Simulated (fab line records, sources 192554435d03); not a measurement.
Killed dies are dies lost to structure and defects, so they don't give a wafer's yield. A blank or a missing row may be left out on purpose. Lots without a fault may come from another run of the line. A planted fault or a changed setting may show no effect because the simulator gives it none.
Split-lot experiment | flow n5_finfet | 7 lots, 21 wafers read, on a route of 1938 steps

THE SPLIT
At N5_BEOL_M13_SPUTTER_43 (material TaN, target thk 15 nm, time 24.19 s), the setting time_s was moved away from the recipe's 24.19 s on 5 of the 21 wafers read, by -10.8% to +14.8%. The other wafers ran this setting at the recipe's value.

The reading is taken at the split's own step.

THE READING
TaN_of_BEOL_M13_SPUTTER_43.thk_nm (the simulator's own value, which no gauge read), in nm, at N5_BEOL_M13_SPUTTER_43 (material TaN, target thk 15 nm, time 24.19 s). The file gives no usual value for it. The 16 wafers here that ran the recipe average 14.9 nm, standard deviation 0.12 nm.

wafer  | tool, chamber at the split | time_s as run, s | against the recipe | TaN_of_BEOL_M13_SPUTTER_43.thk_nm, nm | against lot-mates on the recipe
L078.1 | pvd_sputter-02, -          | 24.19            | recipe             | 15                                    | -
L078.2 | pvd_sputter-02, -          | 24.19            | recipe             | 14.8                                  | -
L078.6 | pvd_sputter-02, -          | 24.19            | recipe             | 14.8                                  | -
L079.4 | pvd_sputter-02, -          | 21.57            | -10.8%             | 13.4                                  | -1.4
L079.5 | pvd_sputter-02, -          | 21.57            | -10.8%             | 13.2                                  | -1.6
L079.6 | pvd_sputter-02, -          | 24.19            | recipe             | 14.8                                  | -
L082.2 | pvd_sputter-01, -          | 24.19            | recipe             | 14.8                                  | -
L082.4 | pvd_sputter-01, -          | 24.19            | recipe             | 15                                    | -
L082.6 | pvd_sputter-01, -          | 24.19            | recipe             | 15.2                                  | -
L088.2 | pvd_sputter-03, -          | 24.19            | recipe             | 15                                    | -
L088.5 | pvd_sputter-03, -          | 24.19            | recipe             | 15                                    | -
L088.6 | pvd_sputter-03, -          | 24.19            | recipe             | 15                                    | -
L090.2 | pvd_sputter-02, -          | 24.19            | recipe             | 14.8                                  | -
L090.3 | pvd_sputter-02, -          | 24.19            | recipe             | 15                                    | -
L090.6 | pvd_sputter-02, -          | 24.19            | recipe             | 15                                    | -
L092.1 | pvd_sputter-01, -          | 24.19            | recipe             | 15                                    | -
L092.6 | pvd_sputter-01, -          | 24.19            | recipe             | 15                                    | -
L092.5 | pvd_sputter-01, -          | 27.78            | +14.8%             | 17                                    | +2.0
L094.3 | pvd_sputter-01, -          | 26.25            | +8.5%              | 16.2                                  | +1.4
L094.6 | pvd_sputter-01, -          | 26.25            | +8.5%              | 16.2                                  | +1.4
L094.5 | pvd_sputter-01, -          | 24.19            | recipe             | 14.8                                  | -

THE FIT
A straight line over all 21 wafers: TaN_of_BEOL_M13_SPUTTER_43.thk_nm changes by +0.146 nm for each +1% of time_s; r = +0.99; the points scatter about the line by 0.12 nm.
The same after taking each lot's own level away (the mean of its wafers on the recipe; 21 wafers): +0.143 nm for each +1%; r = +0.99; scatter 0.11 nm.
On that fit, the largest move of time_s shifts the reading by 2.1 nm.
The lots' own levels span 14.80 to 15.00 nm, that is 1.7 times the standard deviation above.
So the lot-to-lot level changes the slope little: the two slopes agree.
Check: with one of the wafers moved furthest among these (+14.8%) left out of the fit, the line predicts +2.23 nm for it against its lot-mates. It came out at +2 nm against them.

OTHER SPLITS ON THESE WAFERS
These wafers also went through other splits before the reading. Each is held against what the fit with the lots' levels taken away leaves over:
other split on the same wafers    | wafers away from the commonest value | r with TaN_of_BEOL_M13_SPUTTER_43.thk_nm (lot level and that fit taken away)
N5_BEOL_M11_EXPOSE_08 dose_mj     | 7                                    | +0.07
N5_BEOL_M11_TRENCH_ETCH_37 time_s | 6                                    | +0.02
N5_BEOL_M11_ALD_74 ald_cycles     | 7                                    | +0.25

THE FILE'S OWN FIT
TaN_of_BEOL_M13_SPUTTER_43.thk_nm changes by +0.141 nm for each +1% of time_s, r = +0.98.
